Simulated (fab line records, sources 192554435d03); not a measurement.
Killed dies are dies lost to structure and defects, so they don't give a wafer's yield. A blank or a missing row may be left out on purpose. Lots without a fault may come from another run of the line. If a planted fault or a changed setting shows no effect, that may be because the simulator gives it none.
The tool behind it: which one? / flow n5Finfet / 24 lots with 72 wafers sampled at 2 steps, on a route of 1938 steps

## WHAT EACH GAUGE READ, for each wafer
N5_BEOL_M2_CD_MEAS_35: target cd 18 nm, target cd y 22.2 nm. Usual: cdNm at 18.0 nm, with a standard deviation of 0.31.
lot=L074; measured=day 6 17:17; on=cdSem-01; cdNm (nm)=18.0 18.2 18.6; flag=
lot=L075; measured=day 7 00:39; on=cdSem-01; cdNm (nm)=17.1 17.5 17.5; flag=
lot=L076; measured=day 7 09:07; on=cdSem-02; cdNm (nm)=17.5 17.2 17.8; flag=
lot=L077; measured=day 7 10:50; on=cdSem-03; cdNm (nm)=18.1 18.1 18.3; flag=
lot=L078; measured=day 7 12:01; on=cdSem-02; cdNm (nm)=18.2 18.0 17.9; flag=
lot=L079; measured=day 8 01:10; on=cdSem-01; cdNm (nm)=17.5 17.3 17.9; flag=
lot=L080; measured=day 8 10:35; on=cdSem-01; cdNm (nm)=17.7 18.0 17.8; flag=
lot=L082; measured=day 8 14:34; on=cdSem-01; cdNm (nm)=18.3 18.3 18.4; flag=
lot=L081; measured=day 8 18:55; on=cdSem-01; cdNm (nm)=17.4 18.4 18.0; flag=
lot=L083; measured=day 8 21:10; on=cdSem-03; cdNm (nm)=18.1 17.6 17.5; flag=
lot=L084; measured=day 9 00:33; on=cdSem-03; cdNm (nm)=18.4 18.3 18.1; flag=
lot=L085; measured=day 9 12:22; on=cdSem-01; cdNm (nm)=17.6 17.8 18.0; flag=
lot=L086; measured=day 9 23:15; on=cdSem-03; cdNm (nm)=17.3 18.3 17.6; flag=
lot=L087; measured=day 9 23:25; on=cdSem-03; cdNm (nm)=18.3 17.8 18.3; flag=
lot=L088; measured=day 9 23:53; on=cdSem-03; cdNm (nm)=18.4 18.4 18.0; flag=
lot=L089; measured=day 10 20:17; on=cdSem-01; cdNm (nm)=18.2 17.8 17.9; flag=
lot=L090; measured=day 11 04:14; on=cdSem-03; cdNm (nm)=17.8 18.1 17.8; flag=
lot=L091; measured=day 11 04:36; on=cdSem-03; cdNm (nm)=17.5 18.0 18.5; flag=
lot=L093; measured=day 11 04:40; on=cdSem-03; cdNm (nm)=18.1 18.4 17.7; flag=
lot=L092; measured=day 11 05:05; on=cdSem-03; cdNm (nm)=18.1 17.7 18.2; flag=
lot=L094; measured=day 11 15:04; on=cdSem-01; cdNm (nm)=18.1 17.9 17.8; flag=
lot=L095; measured=day 11 22:59; on=cdSem-03; cdNm (nm)=17.8 18.0 18.2; flag=
lot=L097; measured=day 12 09:08; on=cdSem-02; cdNm (nm)=17.7 18.1 17.9; flag=
lot=L096; measured=day 12 11:10; on=cdSem-02; cdNm (nm)=18.2 17.9 18.1; flag=

## TOOL THAT RAN EACH LOT (tool first, then ch and the chambers of the sampled wafers, then the start)
lot=L074; N5_BEOL_M2_ETCH_41=rieDiel-01 ch 1,2,3, day 6 17:17 or earlier
lot=L075; N5_BEOL_M2_ETCH_41=rieDiel-02 ch 0,1,3, day 7 00:39 or earlier
lot=L076; N5_BEOL_M2_ETCH_41=rieDiel-01 ch 0,3, day 7 09:07 or earlier
lot=L077; N5_BEOL_M2_ETCH_41=rieDiel-04 ch 0,1,2, day 7 10:50 or earlier
lot=L078; N5_BEOL_M2_ETCH_41=rieDiel-01 ch 0,2,3, day 7 12:01 or earlier
lot=L079; N5_BEOL_M2_ETCH_41=rieDiel-02 ch 0,1, day 8 01:10 or earlier
lot=L080; N5_BEOL_M2_ETCH_41=rieDiel-02 ch 0,1,3, day 8 10:35 or earlier
lot=L082; N5_BEOL_M2_ETCH_41=rieDiel-01 ch 1,2,3, day 8 14:34 or earlier
lot=L081; N5_BEOL_M2_ETCH_41=rieDiel-02 ch 0,2,3, day 8 18:55 or earlier
lot=L083; N5_BEOL_M2_ETCH_41=rieDiel-02 ch 1,3, day 8 21:10 or earlier
lot=L084; N5_BEOL_M2_ETCH_41=rieDiel-04 ch 0,1,3, day 9 00:33 or earlier
lot=L085; N5_BEOL_M2_ETCH_41=rieDiel-01 ch 0,1,3, day 9 12:22 or earlier
lot=L086; N5_BEOL_M2_ETCH_41=rieDiel-01 ch 0,1,3, day 9 23:15 or earlier
lot=L087; N5_BEOL_M2_ETCH_41=rieDiel-04 ch 0,1, day 9 23:25 or earlier
lot=L088; N5_BEOL_M2_ETCH_41=rieDiel-04 ch 0,1,2, day 9 23:53 or earlier
lot=L089; N5_BEOL_M2_ETCH_41=rieDiel-01 ch 2,3, day 10 20:17 or earlier
lot=L090; N5_BEOL_M2_ETCH_41=rieDiel-01 ch 1,2,3, day 11 04:14 or earlier
lot=L091; N5_BEOL_M2_ETCH_41=rieDiel-01 ch 0,1,2, day 11 04:36 or earlier
lot=L093; N5_BEOL_M2_ETCH_41=rieDiel-02 ch 0,1,2, day 11 04:40 or earlier
lot=L092; N5_BEOL_M2_ETCH_41=rieDiel-01 ch 1,2, day 11 05:05 or earlier
lot=L094; N5_BEOL_M2_ETCH_41=rieDiel-04 ch 0,2,3, day 11 15:04 or earlier
lot=L095; N5_BEOL_M2_ETCH_41=rieDiel-01 ch 0,1,3, day 11 22:59 or earlier
lot=L097; N5_BEOL_M2_ETCH_41=rieDiel-01 ch 0,1, day 12 09:08 or earlier
lot=L096; N5_BEOL_M2_ETCH_41=rieDiel-04 ch 1,2, day 12 11:10 or earlier
- N5_BEOL_M2_ETCH_41: etches SiCN in CH3F/O2, target depth 29.9 nm, time 52.5 s.

## AS READ BY THE TOOLS THEMSELVES (means over the sampled wafers that have a number; for cases with no such wafer, the mark the record gives instead)
N5_BEOL_M2_ETCH_41. Usual: drypumpMotorCurrentA 5.6 A, standard deviation 0.43; oesProductAu 0.83 a.u., standard deviation 0.085; rfVppV 297.6 V, standard deviation 1.5; showerheadPlenumPTorr 2.02 Torr, standard deviation 0.065; throttleValvePct 16.37 %, standard deviation 0.27.
lot=L074; tool=rieDiel-01; drypumpMotorCurrentA (A)=6.0; oesProductAu (a.u.)=0.86; rfVppV (V)=298.8; showerheadPlenumPTorr (Torr)=2.06; throttleValvePct (%)=16.32; flag=
lot=L075; tool=rieDiel-02; drypumpMotorCurrentA (A)=5.3; oesProductAu (a.u.)=0.82; rfVppV (V)=297.1; showerheadPlenumPTorr (Torr)=1.99; throttleValvePct (%)=16.32; flag=
lot=L076; tool=rieDiel-01; drypumpMotorCurrentA (A)=6.0; oesProductAu (a.u.)=0.96; rfVppV (V)=299.3; showerheadPlenumPTorr (Torr)=2.07; throttleValvePct (%)=16.25; flag=
lot=L077; tool=rieDiel-04; drypumpMotorCurrentA (A)=5.3; oesProductAu (a.u.)=0.85; rfVppV (V)=297.7; showerheadPlenumPTorr (Torr)=2.02; throttleValvePct (%)=16.45; flag=
lot=L078; tool=rieDiel-01; drypumpMotorCurrentA (A)=5.9; oesProductAu (a.u.)=0.93; rfVppV (V)=298.7; showerheadPlenumPTorr (Torr)=2.09; throttleValvePct (%)=16.18; flag=
lot=L079; tool=rieDiel-02; drypumpMotorCurrentA (A)=5.4; oesProductAu (a.u.)=0.87; rfVppV (V)=297.4; showerheadPlenumPTorr (Torr)=1.97; throttleValvePct (%)=16.24; flag=
lot=L080; tool=rieDiel-02; drypumpMotorCurrentA (A)=5.3; oesProductAu (a.u.)=0.80; rfVppV (V)=297.2; showerheadPlenumPTorr (Torr)=1.98; throttleValvePct (%)=16.35; flag=
lot=L082; tool=rieDiel-01; drypumpMotorCurrentA (A)=6.0; oesProductAu (a.u.)=0.83; rfVppV (V)=298.0; showerheadPlenumPTorr (Torr)=2.05; throttleValvePct (%)=16.35; flag=
lot=L081; tool=rieDiel-02; drypumpMotorCurrentA (A)=5.2; oesProductAu (a.u.)=0.74; rfVppV (V)=297.1; showerheadPlenumPTorr (Torr)=1.97; throttleValvePct (%)=16.57; flag=
lot=L083; tool=rieDiel-02; drypumpMotorCurrentA (A)=5.2; oesProductAu (a.u.)=0.85; rfVppV (V)=296.6; showerheadPlenumPTorr (Torr)=1.97; throttleValvePct (%)=16.16; flag=
lot=L084; tool=rieDiel-04; drypumpMotorCurrentA (A)=5.2; oesProductAu (a.u.)=0.79; rfVppV (V)=298.0; showerheadPlenumPTorr (Torr)=2.01; throttleValvePct (%)=16.46; flag=
lot=L085; tool=rieDiel-01; drypumpMotorCurrentA (A)=6.1; oesProductAu (a.u.)=0.85; rfVppV (V)=298.0; showerheadPlenumPTorr (Torr)=2.02; throttleValvePct (%)=16.44; flag=
lot=L086; tool=rieDiel-01; drypumpMotorCurrentA (A)=6.1; oesProductAu (a.u.)=0.84; rfVppV (V)=297.4; showerheadPlenumPTorr (Torr)=2.02; throttleValvePct (%)=16.44; flag=
lot=L087; tool=rieDiel-04; drypumpMotorCurrentA (A)=5.2; oesProductAu (a.u.)=0.81; rfVppV (V)=297.7; showerheadPlenumPTorr (Torr)=2.02; throttleValvePct (%)=16.48; flag=
lot=L088; tool=rieDiel-04; drypumpMotorCurrentA (A)=5.3; oesProductAu (a.u.)=0.82; rfVppV (V)=297.3; showerheadPlenumPTorr (Torr)=2.01; throttleValvePct (%)=16.49; flag=
lot=L089; tool=rieDiel-01; drypumpMotorCurrentA (A)=6.0; oesProductAu (a.u.)=0.82; rfVppV (V)=298.7; showerheadPlenumPTorr (Torr)=2.10; throttleValvePct (%)=16.42; flag=
lot=L090; tool=rieDiel-01; drypumpMotorCurrentA (A)=6.0; oesProductAu (a.u.)=0.80; rfVppV (V)=299.0; showerheadPlenumPTorr (Torr)=2.04; throttleValvePct (%)=16.40; flag=
lot=L091; tool=rieDiel-01; drypumpMotorCurrentA (A)=5.9; oesProductAu (a.u.)=0.85; rfVppV (V)=298.1; showerheadPlenumPTorr (Torr)=2.02; throttleValvePct (%)=16.20; flag=
lot=L093; tool=rieDiel-02; drypumpMotorCurrentA (A)=5.3; oesProductAu (a.u.)=0.77; rfVppV (V)=297.1; showerheadPlenumPTorr (Torr)=1.95; throttleValvePct (%)=16.50; flag=
lot=L092; tool=rieDiel-01; drypumpMotorCurrentA (A)=5.8; oesProductAu (a.u.)=0.83; rfVppV (V)=298.9; showerheadPlenumPTorr (Torr)=2.05; throttleValvePct (%)=16.13; flag=
lot=L094; tool=rieDiel-04; drypumpMotorCurrentA (A)=5.5; oesProductAu (a.u.)=0.84; rfVppV (V)=297.4; showerheadPlenumPTorr (Torr)=2.02; throttleValvePct (%)=16.47; flag=
lot=L095; tool=rieDiel-01; drypumpMotorCurrentA (A)=6.1; oesProductAu (a.u.)=0.82; rfVppV (V)=298.0; showerheadPlenumPTorr (Torr)=2.02; throttleValvePct (%)=16.49; flag=
lot=L097; tool=rieDiel-01; drypumpMotorCurrentA (A)=6.0; oesProductAu (a.u.)=0.80; rfVppV (V)=296.4; showerheadPlenumPTorr (Torr)=1.96; throttleValvePct (%)=16.47; flag=
lot=L096; tool=rieDiel-04; drypumpMotorCurrentA (A)=5.0; oesProductAu (a.u.)=0.92; rfVppV (V)=297.2; showerheadPlenumPTorr (Torr)=1.98; throttleValvePct (%)=16.27; flag=

## THE ANSWER, worked out from the rows above alone
Rule: lot off if the mean of its wafers having a number is beyond 3 standard deviations from the usual mean. A lot without any number at a reading at which 4 lots or more have one is off too. Any other lot the step has rows for is counted as sound. The gauges are gone through in route order, then the tools' own readings, and for those a lot's mean is taken as printed above. At the first step where some lot is off, the reading lying furthest off is the one used; lots without a number count as furthest.
None of the lots is off at any reading shown; this tells nothing.

## WHAT THE SIMULATOR PUT IN
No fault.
